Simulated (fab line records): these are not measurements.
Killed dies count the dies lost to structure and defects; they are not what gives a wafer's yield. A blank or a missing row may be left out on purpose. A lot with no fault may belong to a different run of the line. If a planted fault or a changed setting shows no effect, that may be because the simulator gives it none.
Which tool did it? :: flow n5-finfet :: 24 lots with 72 wafers sampled at 6 steps, on a route of 1938 steps

## WHAT THE GAUGES READ, wafer by wafer
N5_HKMG_FIN_CD_MEAS_49 targets a cd of 202 nm. Usual: 202.5 nm for cd-nm, sd 0.67.
lot: L074
measured: day 3 22:56
on: cd-sem-01
cd-nm (nm): 202.9 203.0 203.1
flag: 

lot: L075
measured: day 4 05:37
on: cd-sem-01
cd-nm (nm): 202.1 203.0 202.1
flag: 

lot: L076
measured: day 4 15:20
on: cd-sem-01
cd-nm (nm): 203.1 202.3 202.0
flag: 

lot: L077
measured: day 4 17:13
on: cd-sem-03
cd-nm (nm): 202.0 202.3 202.2
flag: 

lot: L078
measured: day 5 00:17
on: cd-sem-03
cd-nm (nm): 202.8 202.7 203.1
flag: 

lot: L079
measured: day 5 05:45
on: cd-sem-01
cd-nm (nm): 203.1 202.7 202.4
flag: 

lot: L080
measured: day 5 11:04
on: cd-sem-02
cd-nm (nm): 202.3 201.5 202.1
flag: 

lot: L081
measured: day 5 19:18
on: cd-sem-03
cd-nm (nm): 202.7 201.2 202.7
flag: 

lot: L082
measured: day 6 03:14
on: cd-sem-01
cd-nm (nm): 201.6 201.8 202.7
flag: 

lot: L083
measured: day 6 09:14
on: cd-sem-01
cd-nm (nm): 202.3 203.5 202.8
flag: 

lot: L084
measured: day 6 16:06
on: cd-sem-02
cd-nm (nm): 201.9 201.5 201.5
flag: 

lot: L085
measured: day 6 22:27
on: cd-sem-01
cd-nm (nm): 201.7 202.8 202.9
flag: 

lot: L086
measured: day 7 04:59
on: cd-sem-02
cd-nm (nm): 202.5 204.3 203.0
flag: 

lot: L087
measured: day 7 12:11
on: cd-sem-03
cd-nm (nm): 203.8 203.7 203.0
flag: 

lot: L088
measured: day 7 14:43
on: cd-sem-02
cd-nm (nm): 202.2 202.0 201.1
flag: 

lot: L089
measured: day 7 22:23
on: cd-sem-02
cd-nm (nm): 202.3 202.5 203.0
flag: 

lot: L090
measured: day 7 23:59
on: cd-sem-02
cd-nm (nm): 202.1 202.1 202.2
flag: 

lot: L091
measured: day 8 10:40
on: cd-sem-01
cd-nm (nm): 202.7 201.6 202.5
flag: 

lot: L092
measured: day 8 14:20
on: cd-sem-02
cd-nm (nm): 203.1 202.5 202.8
flag: 

lot: L093
measured: day 8 22:25
on: cd-sem-01
cd-nm (nm): 202.9 203.4 202.5
flag: 

lot: L094
measured: day 9 00:25
on: cd-sem-02
cd-nm (nm): 202.4 202.6 202.4
flag: 

lot: L095
measured: day 9 07:00
on: cd-sem-02
cd-nm (nm): 201.8 202.0 201.9
flag: 

lot: L096
measured: day 9 12:20
on: cd-sem-03
cd-nm (nm): 202.9 202.6 203.1
flag: 

lot: L097
measured: day 9 23:23
on: cd-sem-01
cd-nm (nm): 203.0 203.9 203.9
flag: 

N5_HKMG_FIN_CD_MEAS_12 targets a cd of 92.8 nm. Usual: 93.0 nm for cd-nm, sd 0.68.
lot: L074
measured: day 4 02:29
on: cd-sem-01
cd-nm (nm): 93.7 93.4 93.8
flag: 

lot: L075
measured: day 4 09:07
on: cd-sem-02
cd-nm (nm): 93.5 94.0 93.3
flag: 

lot: L076
measured: day 4 18:41
on: cd-sem-03
cd-nm (nm): 92.0 93.3 91.2
flag: 

lot: L077
measured: day 4 20:35
on: cd-sem-01
cd-nm (nm): 91.9 92.8 92.9
flag: 

lot: L078
measured: day 5 03:47
on: cd-sem-03
cd-nm (nm): 91.7 91.2 91.3
flag: 

lot: L079
measured: day 5 09:00
on: cd-sem-02
cd-nm (nm): 93.3 92.6 93.1
flag: 

lot: L080
measured: day 5 14:34
on: cd-sem-02
cd-nm (nm): 93.1 93.1 92.8
flag: 

lot: L081
measured: day 5 23:10
on: cd-sem-01
cd-nm (nm): 93.2 93.8 93.9
flag: 

lot: L082
measured: day 6 06:38
on: cd-sem-01
cd-nm (nm): 93.9 94.6 93.7
flag: 

lot: L083
measured: day 6 12:34
on: cd-sem-02
cd-nm (nm): 92.7 92.8 93.3
flag: 

lot: L084
measured: day 6 19:39
on: cd-sem-02
cd-nm (nm): 93.1 92.5 92.4
flag: 

lot: L085
measured: day 7 02:12
on: cd-sem-01
cd-nm (nm): 93.6 93.2 93.7
flag: 

lot: L086
measured: day 7 08:14
on: cd-sem-02
cd-nm (nm): 93.3 92.3 92.8
flag: 

lot: L087
measured: day 7 15:34
on: cd-sem-01
cd-nm (nm): 92.6 93.3 92.8
flag: 

lot: L088
measured: day 7 18:08
on: cd-sem-03
cd-nm (nm): 92.3 92.8 92.5
flag: 

lot: L089
measured: day 8 02:02
on: cd-sem-01
cd-nm (nm): 93.0 93.4 93.0
flag: 

lot: L090
measured: day 8 03:32
on: cd-sem-03
cd-nm (nm): 93.9 93.5 94.1
flag: 

lot: L091
measured: day 8 14:02
on: cd-sem-03
cd-nm (nm): 93.1 92.4 94.0
flag: 

lot: L092
measured: day 8 17:59
on: cd-sem-01
cd-nm (nm): 92.3 92.6 92.7
flag: 

lot: L093
measured: day 9 01:51
on: cd-sem-01
cd-nm (nm): 93.5 92.7 93.4
flag: 

lot: L094
measured: day 9 03:58
on: cd-sem-03
cd-nm (nm): 93.4 92.6 93.3
flag: 

lot: L095
measured: day 9 10:23
on: cd-sem-02
cd-nm (nm): 93.0 93.5 93.7
flag: 

lot: L096
measured: day 9 15:43
on: cd-sem-03
cd-nm (nm): 93.1 91.8 92.6
flag: 

lot: L097
measured: day 10 03:26
on: cd-sem-03
cd-nm (nm): 93.3 92.7 92.5
flag: 

N5_GATE_CUT_CD_MEAS_13 targets a cd of 20 nm. Usual: 20.00 nm for cd-nm, sd 0.23.
lot: L074
measured: day 4 10:46
on: cd-sem-01
cd-nm (nm): 20.04 20.21 20.27
flag: 

lot: L075
measured: day 4 17:31
on: cd-sem-03
cd-nm (nm): 19.95 20.44 19.97
flag: 

lot: L076
measured: day 5 02:50
on: cd-sem-02
cd-nm (nm): 20.13 20.48 20.08
flag: 

lot: L077
measured: day 5 06:03
on: cd-sem-02
cd-nm (nm): 19.97 20.11 20.17
flag: 

lot: L078
measured: day 5 12:27
on: cd-sem-03
cd-nm (nm): 20.07 20.09 20.14
flag: 

lot: L079
measured: day 5 17:22
on: cd-sem-02
cd-nm (nm): 20.19 19.78 19.94
flag: 

lot: L080
measured: day 5 22:43
on: cd-sem-01
cd-nm (nm): 19.80 20.07 20.04
flag: 

lot: L081
measured: day 6 07:41
on: cd-sem-02
cd-nm (nm): 19.88 19.44 20.32
flag: 

lot: L082
measured: day 6 14:55
on: cd-sem-02
cd-nm (nm): 19.99 19.72 19.68
flag: 

lot: L083
measured: day 6 21:11
on: cd-sem-03
cd-nm (nm): 20.23 20.24 19.82
flag: 

lot: L084
measured: day 7 04:11
on: cd-sem-02
cd-nm (nm): 19.67 20.42 19.52
flag: 

lot: L085
measured: day 7 10:26
on: cd-sem-03
cd-nm (nm): 20.15 20.16 20.29
flag: 

lot: L086
measured: day 7 16:38
on: cd-sem-01
cd-nm (nm): 19.75 20.36 20.31
flag: 

lot: L087
measured: day 7 23:51
on: cd-sem-02
cd-nm (nm): 20.06 20.25 19.69
flag: 

lot: L088
measured: day 8 02:33
on: cd-sem-01
cd-nm (nm): 20.05 20.16 20.20
flag: 

lot: L089
measured: day 8 10:38
on: cd-sem-03
cd-nm (nm): 19.77 19.87 20.29
flag: 

lot: L090
measured: day 8 11:50
on: cd-sem-02
cd-nm (nm): 19.67 20.18 19.75
flag: 

lot: L091
measured: day 8 22:55
on: cd-sem-01
cd-nm (nm): 19.97 20.31 20.30
flag: 

lot: L092
measured: day 9 02:17
on: cd-sem-01
cd-nm (nm): 19.91 19.99 19.87
flag: 

lot: L093
measured: day 9 10:00
on: cd-sem-01
cd-nm (nm): 20.06 20.16 19.96
flag: 

lot: L094
measured: day 9 12:06
on: cd-sem-03
cd-nm (nm): 19.76 19.98 19.62
flag: 

lot: L095
measured: day 9 18:44
on: cd-sem-03
cd-nm (nm): 19.79 19.95 19.91
flag: 

lot: L096
measured: day 9 23:46
on: cd-sem-02
cd-nm (nm): 20.09 20.52 20.11
flag: 

lot: L097
measured: day 10 12:03
on: cd-sem-03
cd-nm (nm): 19.73 19.94 19.73
flag: 

## WHICH TOOL RAN EACH LOT (tool, then ch and the chambers of the sampled wafers, then the start)
lot: L074
N5_HKMG_FIN_STRIP_93: rie-diel-04 ch 0,2, day 3 23:45
N5_GATE_CUT_ETCHBACK_30: rie-metal-01 ch 0,1, day 4 07:16
N5_GATE_CUT_VAPOR_ETCH_60: rie-metal-01 ch 0,1, day 4 07:17

lot: L075
N5_HKMG_FIN_STRIP_93: rie-diel-04 ch 1,3, day 4 06:26
N5_GATE_CUT_ETCHBACK_30: rie-metal-02 ch 0,1, day 4 13:50
N5_GATE_CUT_VAPOR_ETCH_60: rie-metal-02 ch 0,1, day 4 13:52

lot: L076
N5_HKMG_FIN_STRIP_93: rie-diel-04 ch 1,2, day 4 16:08
N5_GATE_CUT_ETCHBACK_30: rie-metal-03 ch 0,1, day 4 23:31
N5_GATE_CUT_VAPOR_ETCH_60: rie-metal-03 ch 0,1, day 4 23:32

lot: L077
N5_HKMG_FIN_STRIP_93: rie-diel-06 ch 0,3, day 4 18:02
N5_GATE_CUT_ETCHBACK_30: rie-metal-02 ch 0,1, day 5 01:17
N5_GATE_CUT_VAPOR_ETCH_60: rie-metal-02 ch 0,1, day 5 01:19

lot: L078
N5_HKMG_FIN_STRIP_93: rie-diel-06 ch 0,1,3, day 5 01:06
N5_GATE_CUT_ETCHBACK_30: rie-metal-03 ch 0, day 5 09:07
N5_GATE_CUT_VAPOR_ETCH_60: rie-metal-03 ch 0, day 5 09:08

lot: L079
N5_HKMG_FIN_STRIP_93: rie-diel-06 ch 0,1,2, day 5 06:34
N5_GATE_CUT_ETCHBACK_30: rie-metal-01 ch 0,1, day 5 13:47
N5_GATE_CUT_VAPOR_ETCH_60: rie-metal-01 ch 0,1, day 5 13:49

lot: L080
N5_HKMG_FIN_STRIP_93: rie-diel-01 ch 2,3, day 5 11:52
N5_GATE_CUT_ETCHBACK_30: rie-metal-02 ch 0,1, day 5 19:16
N5_GATE_CUT_VAPOR_ETCH_60: rie-metal-02 ch 0,1, day 5 19:18

lot: L081
N5_HKMG_FIN_STRIP_93: rie-diel-01 ch 2,3, day 5 20:29
N5_GATE_CUT_ETCHBACK_30: rie-metal-03 ch 0,1, day 6 04:04
N5_GATE_CUT_VAPOR_ETCH_60: rie-metal-03 ch 0,1, day 6 04:05

lot: L082
N5_HKMG_FIN_STRIP_93: rie-diel-04 ch 0,1, day 6 04:04
N5_GATE_CUT_ETCHBACK_30: rie-metal-03 ch 0,1, day 6 11:21
N5_GATE_CUT_VAPOR_ETCH_60: rie-metal-03 ch 0,1, day 6 11:23

lot: L083
N5_HKMG_FIN_STRIP_93: rie-diel-04 ch 0,3, day 6 10:02
N5_GATE_CUT_ETCHBACK_30: rie-metal-03 ch 0,1, day 6 17:51
N5_GATE_CUT_VAPOR_ETCH_60: rie-metal-03 ch 0,1, day 6 17:53

lot: L084
N5_HKMG_FIN_STRIP_93: rie-diel-04 ch 0,1,2, day 6 16:59
N5_GATE_CUT_ETCHBACK_30: rie-metal-02 ch 0,1, day 7 00:50
N5_GATE_CUT_VAPOR_ETCH_60: rie-metal-02 ch 0,1, day 7 00:52

lot: L085
N5_HKMG_FIN_STRIP_93: rie-diel-06 ch 1,3, day 6 23:38
N5_GATE_CUT_ETCHBACK_30: rie-metal-03 ch 0,1, day 7 07:04
N5_GATE_CUT_VAPOR_ETCH_60: rie-metal-03 ch 0,1, day 7 07:06

lot: L086
N5_HKMG_FIN_STRIP_93: rie-diel-04 ch 0,2, day 7 05:48
N5_GATE_CUT_ETCHBACK_30: rie-metal-02 ch 0,1, day 7 13:10
N5_GATE_CUT_VAPOR_ETCH_60: rie-metal-02 ch 0,1, day 7 13:12

lot: L087
N5_HKMG_FIN_STRIP_93: rie-diel-06 ch 1,3, day 7 13:00
N5_GATE_CUT_ETCHBACK_30: rie-metal-03 ch 0,1, day 7 20:21
N5_GATE_CUT_VAPOR_ETCH_60: rie-metal-03 ch 0,1, day 7 20:23

lot: L088
N5_HKMG_FIN_STRIP_93: rie-diel-04 ch 0,1, day 7 15:32
N5_GATE_CUT_ETCHBACK_30: rie-metal-02 ch 0,1, day 7 23:07
N5_GATE_CUT_VAPOR_ETCH_60: rie-metal-02 ch 0,1, day 7 23:08

lot: L089
N5_HKMG_FIN_STRIP_93: rie-diel-01 ch 0,1, day 7 23:12
N5_GATE_CUT_ETCHBACK_30: rie-metal-01 ch 0,1, day 8 06:54
N5_GATE_CUT_VAPOR_ETCH_60: rie-metal-01 ch 0,1, day 8 06:56

lot: L090
N5_HKMG_FIN_STRIP_93: rie-diel-06 ch 1,2,3, day 8 01:00
N5_GATE_CUT_ETCHBACK_30: rie-metal-03 ch 0,1, day 8 08:22
N5_GATE_CUT_VAPOR_ETCH_60: rie-metal-03 ch 0,1, day 8 08:24

lot: L091
N5_HKMG_FIN_STRIP_93: rie-diel-04 ch 1,3, day 8 11:29
N5_GATE_CUT_ETCHBACK_30: rie-metal-02 ch 0,1, day 8 18:56
N5_GATE_CUT_VAPOR_ETCH_60: rie-metal-02 ch 0,1, day 8 18:58

lot: L092
N5_HKMG_FIN_STRIP_93: rie-diel-01 ch 0,1, day 8 15:10
N5_GATE_CUT_ETCHBACK_30: rie-metal-01 ch 0,1, day 8 22:49
N5_GATE_CUT_VAPOR_ETCH_60: rie-metal-01 ch 0,1, day 8 22:50

lot: L093
N5_HKMG_FIN_STRIP_93: rie-diel-06 ch 0,1,2, day 8 23:14
N5_GATE_CUT_ETCHBACK_30: rie-metal-02 ch 0,1, day 9 06:38
N5_GATE_CUT_VAPOR_ETCH_60: rie-metal-02 ch 0,1, day 9 06:40

lot: L094
N5_HKMG_FIN_STRIP_93: rie-diel-01 ch 0,2, day 9 01:19
N5_GATE_CUT_ETCHBACK_30: rie-metal-01 ch 0,1, day 9 08:44
N5_GATE_CUT_VAPOR_ETCH_60: rie-metal-01 ch 0,1, day 9 08:46

lot: L095
N5_HKMG_FIN_STRIP_93: rie-diel-06 ch 0,3, day 9 07:56
N5_GATE_CUT_ETCHBACK_30: rie-metal-03 ch 0, day 9 15:24
N5_GATE_CUT_VAPOR_ETCH_60: rie-metal-03 ch 0, day 9 15:26

lot: L096
N5_HKMG_FIN_STRIP_93: rie-diel-01 ch 1,2,3, day 9 13:10
N5_GATE_CUT_ETCHBACK_30: rie-metal-01 ch 0,1, day 9 20:26
N5_GATE_CUT_VAPOR_ETCH_60: rie-metal-01 ch 0,1, day 9 20:28

lot: L097
N5_HKMG_FIN_STRIP_93: rie-diel-01 ch 0,2,3, day 10 00:53
N5_GATE_CUT_ETCHBACK_30: rie-metal-01 ch 0,1, day 10 08:41
N5_GATE_CUT_VAPOR_ETCH_60: rie-metal-01 ch 0,1, day 10 08:43
- N5_HKMG_FIN_STRIP_93: strips SOC in N2/H2, time 20 s.
- N5_GATE_CUT_ETCHBACK_30: etches TiN in Cl2/Ar, target depth 3 nm.
- N5_GATE_CUT_VAPOR_ETCH_60: etches HfO2 in BCl3/Cl2.

## WHAT THE TOOLS THEMSELVES READ (means of the sampled wafers that have a number; where no wafer has one, the mark that the record gives instead)
N5_HKMG_FIN_STRIP_93. Usual: drypump-motor-current-A 5.7 A, standard deviation 0.38; oes-product-au 0.79 a.u., standard deviation 0.093; rf-vpp-V 54.4 V, standard deviation 0.82; showerhead-plenum-p-Torr 3.42 Torr, standard deviation 0.093; throttle-valve-pct 18.8 %, standard deviation 0.33.
lot: L074
tool: rie-diel-04
drypump-motor-current-A (A): 6.0
oes-product-au (a.u.): 0.70
rf-vpp-V (V): 54.4
showerhead-plenum-p-Torr (Torr): 3.41
throttle-valve-pct (%): 19.2
flag: 

lot: L075
tool: rie-diel-04
drypump-motor-current-A (A): 5.7
oes-product-au (a.u.): 0.70
rf-vpp-V (V): 54.6
showerhead-plenum-p-Torr (Torr): 3.45
throttle-valve-pct (%): 18.9
flag: 

lot: L076
tool: rie-diel-04
drypump-motor-current-A (A): 6.1
oes-product-au (a.u.): 0.76
rf-vpp-V (V): 54.6
showerhead-plenum-p-Torr (Torr): 3.44
throttle-valve-pct (%): 19.2
flag: 

lot: L077
tool: rie-diel-06
drypump-motor-current-A (A): 5.1
oes-product-au (a.u.): 0.70
rf-vpp-V (V): 54.9
showerhead-plenum-p-Torr (Torr): 3.35
throttle-valve-pct (%): 18.4
flag: 

lot: L078
tool: rie-diel-06
drypump-motor-current-A (A): 5.3
oes-product-au (a.u.): 0.77
rf-vpp-V (V): 54.2
showerhead-plenum-p-Torr (Torr): 3.34
throttle-valve-pct (%): 18.6
flag: 

lot: L079
tool: rie-diel-06
drypump-motor-current-A (A): 5.5
oes-product-au (a.u.): 0.76
rf-vpp-V (V): 54.1
showerhead-plenum-p-Torr (Torr): 3.43
throttle-valve-pct (%): 18.7
flag: 

lot: L080
tool: rie-diel-01
drypump-motor-current-A (A): 5.7
oes-product-au (a.u.): 0.88
rf-vpp-V (V): 54.1
showerhead-plenum-p-Torr (Torr): 3.51
throttle-valve-pct (%): 18.6
flag: 

lot: L081
tool: rie-diel-01
drypump-motor-current-A (A): 5.5
oes-product-au (a.u.): 0.89
rf-vpp-V (V): 55.2
showerhead-plenum-p-Torr (Torr): 3.46
throttle-valve-pct (%): 18.7
flag: 

lot: L082
tool: rie-diel-04
drypump-motor-current-A (A): 6.2
oes-product-au (a.u.): 0.84
rf-vpp-V (V): 55.6
showerhead-plenum-p-Torr (Torr): 3.47
throttle-valve-pct (%): 19.0
flag: 

lot: L083
tool: rie-diel-04
drypump-motor-current-A (A): 5.7
oes-product-au (a.u.): 0.77
rf-vpp-V (V): 54.3
showerhead-plenum-p-Torr (Torr): 3.42
throttle-valve-pct (%): 18.8
flag: 

lot: L084
tool: rie-diel-04
drypump-motor-current-A (A): 6.1
oes-product-au (a.u.): 0.81
rf-vpp-V (V): 54.1
showerhead-plenum-p-Torr (Torr): 3.41
throttle-valve-pct (%): 19.1
flag: 

lot: L085
tool: rie-diel-06
drypump-motor-current-A (A): 5.2
oes-product-au (a.u.): 0.75
rf-vpp-V (V): 54.3
showerhead-plenum-p-Torr (Torr): 3.26
throttle-valve-pct (%): 18.7
flag: 

lot: L086
tool: rie-diel-04
drypump-motor-current-A (A): 6.0
oes-product-au (a.u.): 0.88
rf-vpp-V (V): 53.7
showerhead-plenum-p-Torr (Torr): 3.39
throttle-valve-pct (%): 19.0
flag: 

lot: L087
tool: rie-diel-06
drypump-motor-current-A (A): 5.4
oes-product-au (a.u.): 0.78
rf-vpp-V (V): 53.5
showerhead-plenum-p-Torr (Torr): 3.32
throttle-valve-pct (%): 18.7
flag: 

lot: L088
tool: rie-diel-04
drypump-motor-current-A (A): 6.2
oes-product-au (a.u.): 0.82
rf-vpp-V (V): 54.3
showerhead-plenum-p-Torr (Torr): 3.46
throttle-valve-pct (%): 19.0
flag: 

lot: L089
tool: rie-diel-01
drypump-motor-current-A (A): 5.5
oes-product-au (a.u.): 0.79
rf-vpp-V (V): 54.3
showerhead-plenum-p-Torr (Torr): 3.49
throttle-valve-pct (%): 18.9
flag: 

lot: L090
tool: rie-diel-06
drypump-motor-current-A (A): 5.4
oes-product-au (a.u.): 0.74
rf-vpp-V (V): 53.9
showerhead-plenum-p-Torr (Torr): 3.35
throttle-valve-pct (%): 18.8
flag: 

lot: L091
tool: rie-diel-04
drypump-motor-current-A (A): 5.7
oes-product-au (a.u.): 0.85
rf-vpp-V (V): 54.3
showerhead-plenum-p-Torr (Torr): 3.43
throttle-valve-pct (%): 18.6
flag: 

lot: L092
tool: rie-diel-01
drypump-motor-current-A (A): 5.7
oes-product-au (a.u.): 0.83
rf-vpp-V (V): 54.5
showerhead-plenum-p-Torr (Torr): 3.52
throttle-valve-pct (%): 18.6
flag: 

lot: L093
tool: rie-diel-06
drypump-motor-current-A (A): 5.5
oes-product-au (a.u.): 0.81
rf-vpp-V (V): 54.6
showerhead-plenum-p-Torr (Torr): 3.41
throttle-valve-pct (%): 18.6
flag: 

lot: L094
tool: rie-diel-01
drypump-motor-current-A (A): 5.9
oes-product-au (a.u.): 0.85
rf-vpp-V (V): 54.5
showerhead-plenum-p-Torr (Torr): 3.56
throttle-valve-pct (%): 18.5
flag: 

lot: L095
tool: rie-diel-06
drypump-motor-current-A (A): 5.0
oes-product-au (a.u.): 0.77
rf-vpp-V (V): 53.9
showerhead-plenum-p-Torr (Torr): 3.26
throttle-valve-pct (%): 18.4
flag: 

lot: L096
tool: rie-diel-01
drypump-motor-current-A (A): 5.5
oes-product-au (a.u.): 0.80
rf-vpp-V (V): 54.7
showerhead-plenum-p-Torr (Torr): 3.46
throttle-valve-pct (%): 18.8
flag: 

lot: L097
tool: rie-diel-01
drypump-motor-current-A (A): 5.7
oes-product-au (a.u.): 0.85
rf-vpp-V (V): 54.4
showerhead-plenum-p-Torr (Torr): 3.50
throttle-valve-pct (%): 18.6
flag: 

N5_GATE_CUT_ETCHBACK_30. Usual: drypump-motor-current-A 5.9 A, standard deviation 0.59; mfc-cl2-sccm 40.01 sccm, standard deviation 0.12; oes-product-au 0.81 a.u., standard deviation 0.1; throttle-valve-pct 20.76 %, standard deviation 0.23.
lot: L074
tool: rie-metal-01
drypump-motor-current-A (A): 5.3
mfc-cl2-sccm (sccm): 39.99
oes-product-au (a.u.): 0.79
throttle-valve-pct (%): 20.72
flag: 

lot: L075
tool: rie-metal-02
drypump-motor-current-A (A): 5.9
mfc-cl2-sccm (sccm): 40.12
oes-product-au (a.u.): 0.67
throttle-valve-pct (%): 21.14
flag: 

lot: L076
tool: rie-metal-03
drypump-motor-current-A (A): 6.1
mfc-cl2-sccm (sccm): 40.00
oes-product-au (a.u.): 0.90
throttle-valve-pct (%): 20.58
flag: 

lot: L077
tool: rie-metal-02
drypump-motor-current-A (A): 5.8
mfc-cl2-sccm (sccm): 39.98
oes-product-au (a.u.): 0.67
throttle-valve-pct (%): 21.14
flag: 

lot: L078
tool: rie-metal-03
drypump-motor-current-A (A): 5.7
mfc-cl2-sccm (sccm): 40.11
oes-product-au (a.u.): 0.92
throttle-valve-pct (%): 20.56
flag: 

lot: L079
tool: rie-metal-01
drypump-motor-current-A (A): 5.3
mfc-cl2-sccm (sccm): 39.95
oes-product-au (a.u.): 0.79
throttle-valve-pct (%): 20.72
flag: 

lot: L080
tool: rie-metal-02
drypump-motor-current-A (A): 5.9
mfc-cl2-sccm (sccm): 40.03
oes-product-au (a.u.): 0.66
throttle-valve-pct (%): 21.15
flag: 

lot: L081
tool: rie-metal-03
drypump-motor-current-A (A): 6.0
mfc-cl2-sccm (sccm): 39.97
oes-product-au (a.u.): 0.89
throttle-valve-pct (%): 20.59
flag: 

lot: L082
tool: rie-metal-03
drypump-motor-current-A (A): 6.4
mfc-cl2-sccm (sccm): 39.98
oes-product-au (a.u.): 0.86
throttle-valve-pct (%): 20.61
flag: 

lot: L083
tool: rie-metal-03
drypump-motor-current-A (A): 6.0
mfc-cl2-sccm (sccm): 40.09
oes-product-au (a.u.): 0.88
throttle-valve-pct (%): 20.58
flag: 

lot: L084
tool: rie-metal-02
drypump-motor-current-A (A): 5.9
mfc-cl2-sccm (sccm): 39.95
oes-product-au (a.u.): 0.80
throttle-valve-pct (%): 21.00
flag: 

lot: L085
tool: rie-metal-03
drypump-motor-current-A (A): 6.4
mfc-cl2-sccm (sccm): 40.05
oes-product-au (a.u.): 0.85
throttle-valve-pct (%): 20.61
flag: 

lot: L086
tool: rie-metal-02
drypump-motor-current-A (A): 6.2
mfc-cl2-sccm (sccm): 39.83
oes-product-au (a.u.): 0.89
throttle-valve-pct (%): 20.82
flag: 

lot: L087
tool: rie-metal-03
drypump-motor-current-A (A): 6.4
mfc-cl2-sccm (sccm): 40.02
oes-product-au (a.u.): 0.85
throttle-valve-pct (%): 20.61
flag: 

lot: L088
tool: rie-metal-02
drypump-motor-current-A (A): 6.2
mfc-cl2-sccm (sccm): 39.88
oes-product-au (a.u.): 0.88
throttle-valve-pct (%): 20.82
flag: 

lot: L089
tool: rie-metal-01
drypump-motor-current-A (A): 5.2
mfc-cl2-sccm (sccm): 40.07
oes-product-au (a.u.): 0.78
throttle-valve-pct (%): 20.66
flag: 

lot: L090
tool: rie-metal-03
drypump-motor-current-A (A): 6.4
mfc-cl2-sccm (sccm): 39.99
oes-product-au (a.u.): 0.84
throttle-valve-pct (%): 20.62
flag: 

lot: L091
tool: rie-metal-02
drypump-motor-current-A (A): 5.9
mfc-cl2-sccm (sccm): 40.00
oes-product-au (a.u.): 0.78
throttle-valve-pct (%): 21.01
flag: 

lot: L092
tool: rie-metal-01
drypump-motor-current-A (A): 5.2
mfc-cl2-sccm (sccm): 39.86
oes-product-au (a.u.): 0.78
throttle-valve-pct (%): 20.68
flag: 

lot: L093
tool: rie-metal-02
drypump-motor-current-A (A): 6.2
mfc-cl2-sccm (sccm): 40.19
oes-product-au (a.u.): 0.85
throttle-valve-pct (%): 20.82
flag: 

lot: L094
tool: rie-metal-01
drypump-motor-current-A (A): 5.4
mfc-cl2-sccm (sccm): 40.00
oes-product-au (a.u.): 0.77
throttle-valve-pct (%): 20.74
flag: 

lot: L095
tool: rie-metal-03
drypump-motor-current-A (A): 5.7
mfc-cl2-sccm (sccm): 40.02
oes-product-au (a.u.): 0.88
throttle-valve-pct (%): 20.58
flag: 

lot: L096
tool: rie-metal-01
drypump-motor-current-A (A): 5.4
mfc-cl2-sccm (sccm): 40.07
oes-product-au (a.u.): 0.77
throttle-valve-pct (%): 20.75
flag: 

lot: L097
tool: rie-metal-01
drypump-motor-current-A (A): 5.2
mfc-cl2-sccm (sccm): 40.03
oes-product-au (a.u.): 0.77
throttle-valve-pct (%): 20.68
flag: 

N5_GATE_CUT_VAPOR_ETCH_60. Usual: drypump-motor-current-A 5.9 A, standard deviation 0.59; oes-product-au 0.82 a.u., standard deviation 0.1.
lot: L074
tool: rie-metal-01
drypump-motor-current-A (A): 5.3
oes-product-au (a.u.): 0.81
flag: 

lot: L075
tool: rie-metal-02
drypump-motor-current-A (A): 5.9
oes-product-au (a.u.): 0.67
flag: 

lot: L076
tool: rie-metal-03
drypump-motor-current-A (A): 6.0
oes-product-au (a.u.): 0.92
flag: 

lot: L077
tool: rie-metal-02
drypump-motor-current-A (A): 5.8
oes-product-au (a.u.): 0.67
flag: 

lot: L078
tool: rie-metal-03
drypump-motor-current-A (A): 5.7
oes-product-au (a.u.): 0.95
flag: 

lot: L079
tool: rie-metal-01
drypump-motor-current-A (A): 5.4
oes-product-au (a.u.): 0.80
flag: 

lot: L080
tool: rie-metal-02
drypump-motor-current-A (A): 5.8
oes-product-au (a.u.): 0.67
flag: 

lot: L081
tool: rie-metal-03
drypump-motor-current-A (A): 6.0
oes-product-au (a.u.): 0.92
flag: 

lot: L082
tool: rie-metal-03
drypump-motor-current-A (A): 6.4
oes-product-au (a.u.): 0.87
flag: 

lot: L083
tool: rie-metal-03
drypump-motor-current-A (A): 6.0
oes-product-au (a.u.): 0.91
flag: 

lot: L084
tool: rie-metal-02
drypump-motor-current-A (A): 5.9
oes-product-au (a.u.): 0.81
flag: 

lot: L085
tool: rie-metal-03
drypump-motor-current-A (A): 6.4
oes-product-au (a.u.): 0.86
flag: 

lot: L086
tool: rie-metal-02
drypump-motor-current-A (A): 6.2
oes-product-au (a.u.): 0.88
flag: 

lot: L087
tool: rie-metal-03
drypump-motor-current-A (A): 6.4
oes-product-au (a.u.): 0.86
flag: 

lot: L088
tool: rie-metal-02
drypump-motor-current-A (A): 6.2
oes-product-au (a.u.): 0.88
flag: 

lot: L089
tool: rie-metal-01
drypump-motor-current-A (A): 5.2
oes-product-au (a.u.): 0.79
flag: 

lot: L090
tool: rie-metal-03
drypump-motor-current-A (A): 6.4
oes-product-au (a.u.): 0.86
flag: 

lot: L091
tool: rie-metal-02
drypump-motor-current-A (A): 5.9
oes-product-au (a.u.): 0.78
flag: 

lot: L092
tool: rie-metal-01
drypump-motor-current-A (A): 5.2
oes-product-au (a.u.): 0.79
flag: 

lot: L093
tool: rie-metal-02
drypump-motor-current-A (A): 6.2
oes-product-au (a.u.): 0.85
flag: 

lot: L094
tool: rie-metal-01
drypump-motor-current-A (A): 5.3
oes-product-au (a.u.): 0.78
flag: 

lot: L095
tool: rie-metal-03
drypump-motor-current-A (A): 5.7
oes-product-au (a.u.): 0.91
flag: 

lot: L096
tool: rie-metal-01
drypump-motor-current-A (A): 5.4
oes-product-au (a.u.): 0.79
flag: 

lot: L097
tool: rie-metal-01
drypump-motor-current-A (A): 5.2
oes-product-au (a.u.): 0.78
flag: 

## THE ANSWER, worked out from the rows above alone
Rule: a lot is off if the mean of its wafers that have a number lies more than 3 standard deviations from the usual mean. A lot without any number at a reading at which 4 lots or more have one is off too. Where the step has rows for the other lots, those lots are counted as sound. The gauges are gone through in route order, then the tools' own readings, and for those a lot's mean is taken as printed above. At the first step where some lot is off, the reading lying furthest off is the one used; lots without a number count as furthest.
None of the lots is off at any reading shown; this tells nothing.

## WHAT WAS PUT IN BY THE SIMULATOR
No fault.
